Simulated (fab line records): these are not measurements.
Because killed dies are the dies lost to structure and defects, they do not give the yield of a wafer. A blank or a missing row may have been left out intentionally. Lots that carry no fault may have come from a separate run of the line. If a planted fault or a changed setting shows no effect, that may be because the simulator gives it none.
8D (eight disciplines) problem report, filled in by code || flow nand harc || the parts of the form that need people (team, actions taken, sign-off) are left out

## 1. THE ISSUE
Mean of cd nm at NHARC_P_CONTACT_CD_MEAS_12: 78.2 nm across 9 wafers in 3 lots; on wafers with no fault it is 90.7 nm (standard deviation 0.62). That puts it -20 standard deviations away from the usual mean.
The step: target cd 90 nm.
First observed at day 12 04:31: wafer L151.3, on cd sem-03. Wafers with a number at this step in the record: 45, from 15 lots. The rule behind "out" and "out of limits": a value lying over 4 standard deviations away from the usual mean. The other wafers with a number count as sound.

## 2. WHAT IT IS, WHAT IT ISN'T
{"question": "which readings at this step", "is": "cd nm", "is not": "-"}
{"question": "which lots", "is": "L151, L152, L155", "is not": "L137, L139, L140, L141, L142, L143, L145, L148, L156, L157, L158, L159"}
{"question": "which wafers of those lots", "is": "all that have a number", "is not": "-"}
{"question": "read on which gauges", "is": "cd sem-02, cd sem-03", "is not": "cd sem-01"}
{"question": "when", "is": "from day 12 04:31", "is not": "up to then (24 sound wafers); but 12 sound wafers of L156, L157, L158, L159 came after"}

## 3. THE SUSPECTS, EACH WITH WHAT RULES IT OUT
Counting: a tool at any process step up to the reading remains a suspect when it ran all the lots that are out and ran no sound lot after the first of those.
- the gauge at NHARC_P_CONTACT_CD_MEAS_12: ruled out. The wafers that are out were read on 2 gauges (cd sem-02, cd sem-03).
- arfi scanner-01 at NHARC_P_CONTACT_EXPOSE_09 (exposes mask P CA, target cd 90 nm): kept. Every lot that is out went through it, starting with L151 (day 12 04:23), and after that it ran no sound lot; the last sound lot it ran before then is L148 (day 10 18:58). Out on those wafers are its own readings of exposure dose mJ cm2.
Remaining after the count: arfi scanner-01 at NHARC_P_CONTACT_EXPOSE_09.

## 4. THE CAUSE (what the simulator had put in)
Process parameter drift: arfi scanner-01, from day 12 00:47 on, at NHARC_P_CONTACT_EXPOSE_09. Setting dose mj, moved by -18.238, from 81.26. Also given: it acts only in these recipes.
Only this tool survived the counting.

## 5. THE CHAIN OF EFFECTS, in route order
Each row: a reading whose mean over the struck wafers that have a number lies more than 3 standard deviations from the usual. Readings are gone through only where the record gives a usual standard deviation; hours: the median, over the lots, of the time from a lot's start at the first step in this table giving one to that lot's start at this step; sigmas: the change measured in usual standard deviations.
{"hours": 0, "step": "NHARC_P_CONTACT_EXPOSE_09", "reading": "exposure dose mJ cm2", "usual": 81.26, "on struck wafers": 66.38, "change": -14.88, "sigmas": "-99 or more"}
{"hours": 0, "step": "NHARC_P_CONTACT_CD_MEAS_12", "reading": "cd nm", "usual": "90.7 nm", "on struck wafers": 78.2, "change": -12.5, "sigmas": -20}
{"hours": 4, "step": "NHARC_P_CONTACT_CD_MEAS_19", "reading": "cd nm", "usual": "90.6 nm", "on struck wafers": 78.5, "change": -12.1, "sigmas": -7.6}
It contains these process steps:
- NHARC_P_CONTACT_EXPOSE_09: exposes mask P CA, target cd 90 nm.

## 6. WHAT WOULD HAVE CAUGHT IT SOONER
In this record the first reading out of limits at a measuring or inspecting step was taken at day 12 04:31, 4 hours after the fault began at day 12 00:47.
The tool's own readings at NHARC_P_CONTACT_EXPOSE_09 were out on every struck wafer that the step has a row for (exposure dose mJ cm2): an alarm limit on them would have fired on the first of those.
L152, L155, from the lots that are out (3), started NHARC_P_CONTACT_EXPOSE_09 on arfi scanner-01 later than day 12 04:31. A hold on the tool at that time would have spared those 2.
